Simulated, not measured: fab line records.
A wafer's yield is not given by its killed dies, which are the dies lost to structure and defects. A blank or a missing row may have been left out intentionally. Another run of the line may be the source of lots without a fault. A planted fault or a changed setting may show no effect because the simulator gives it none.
Matching of chambers    flow nand-harc    NHARC_A_M0_STRIP_18 on rie-diel-08 has 4 sister chambers
The step strips in N2/H2. 4 wafers are shown with their chamber, then 11 later ones without.

== WAFERS PAIRED WITH THEIR CHAMBERS ==
wafer   chamber  drypump-motor-current-A (A)
L083.3  1        5.0
L085.1  0        6.3
L085.5  3        5.8
L088.1  2        5.6

== WAFERS WITHOUT THEIR CHAMBER ==
wafer   drypump-motor-current-A (A)
L088.5  5.6
L088.6  5.8
L093.2  5.8
L093.3  5.6
L093.6  5.0
L096.2  6.4
L096.4  5.7
L096.5  6.4
L097.1  5.8
L097.2  5.0
L097.3  6.4

== WHICH CHAMBER EACH ONE RAN IN ==
wafer   from the rows above      in truth
L088.5  2                        2
L088.6  3                        3
L093.2  3                        3
L093.3  2                        2
L093.6  1                        1
L096.2  0                        0
L096.4  can't be placed: 3 or 2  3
L096.5  0                        0
L097.1  3                        3
L097.2  1                        1
L097.3  0                        0
Correctly placed: 10 of 11. Cannot be placed on the basis of these rows: 1; the candidates contain the true chamber in 1. Placed wrongly: 0.
How it was worked out, from the rows above alone: a wafer's distance from a chamber is the root of the sum, over the readings, of the square of ((its reading less the chamber's mean) divided by the reading's scatter). If the next closest chamber is less than 2 further off than the closest, the wafer can't be placed; otherwise it belongs to the closest. For every chamber, the mean is computed from those of its wafers that are shown. The scatter: root of mean squared gap, hidden wafer to nearest shown wafer, with one shown wafer a chamber.
